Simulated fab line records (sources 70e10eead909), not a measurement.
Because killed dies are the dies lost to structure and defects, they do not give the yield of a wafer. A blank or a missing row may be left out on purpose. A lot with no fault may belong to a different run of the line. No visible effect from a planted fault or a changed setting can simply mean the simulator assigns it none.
Which tool is to blame? -- flow nand-harc -- 6 lots, 18 wafers sampled, at 4 steps of a route of 1302

## WHAT EACH GAUGE READ, for each wafer
NHARC_END_SORT_01.
lot,measured,on,killed-at-other
L740,day 24 07:23,prober-02,1 0 1
L742,day 25 14:17,prober-01,2 0 1
L744,day 26 03:28,prober-01,0 1 2
L750,day 28 12:16,prober-01,0 0 1
L751,day 29 07:04,prober-02,0 0 0
L755,day 31 15:04,prober-02,2 0 0

## EACH LOT AND THE TOOL THAT RAN IT (in order: tool; ch and the chambers of the sampled wafers; start)
lot,NHARC_THIN_TSV_DEP_43,NHARC_THIN_TSV_PVD_51,NHARC_THIN_TSV_DEGAS_53
L740,"pecvd-03 ch 0,2, day 23 16:50","pvd-sputter-02, day 23 22:19 or earlier","pvd-sputter-02, day 23 22:19"
L742,"pecvd-04 ch 0,1,2, day 24 20:27","pvd-sputter-03, day 25 02:04 or earlier","pvd-sputter-03, day 25 02:04"
L744,"pecvd-03 ch 0,2, day 25 12:02","pvd-sputter-01, day 25 17:35 or earlier","pvd-sputter-02, day 25 17:35"
L750,"pecvd-02 ch 0,1, day 27 18:42","pvd-sputter-01, day 28 00:32 or earlier","pvd-sputter-02, day 28 00:32"
L751,"pecvd-04 ch 0,2, day 28 14:51","pvd-sputter-01, day 28 20:20 or earlier","pvd-sputter-02, day 28 20:20"
L755,"pecvd-04 ch 0,1, day 30 20:49","pvd-sputter-03, day 31 02:23 or earlier","pvd-sputter-02, day 31 02:23"
- NHARC_THIN_TSV_DEP_43: deposits SiO2, target thk 1328.5 nm.
- NHARC_THIN_TSV_PVD_51: deposits Cu, target thk 100 nm.
- NHARC_THIN_TSV_DEGAS_53: time 60 s.

## THE ANSWER, worked out from the rows above alone
Rule: the usual values come from the lots themselves. The widest of any qualifying gaps counts: lots, ordered by their means at a reading, are off when they make up no more than a third of the lots, leave a main group of 4 or more, and stand apart from it by 3 or more times the standard deviation of that group's means. The tables above print the reading to a certain number of digits; a main group whose means all agree to those digits is not used. A lot without any number at a reading at which 4 lots or more have one is off too. Where the step has rows for the other lots, those lots are counted as sound.
No lot is off at any reading shown: from this, nothing can be told.

## WHAT HAD BEEN PUT IN BY THE SIMULATOR
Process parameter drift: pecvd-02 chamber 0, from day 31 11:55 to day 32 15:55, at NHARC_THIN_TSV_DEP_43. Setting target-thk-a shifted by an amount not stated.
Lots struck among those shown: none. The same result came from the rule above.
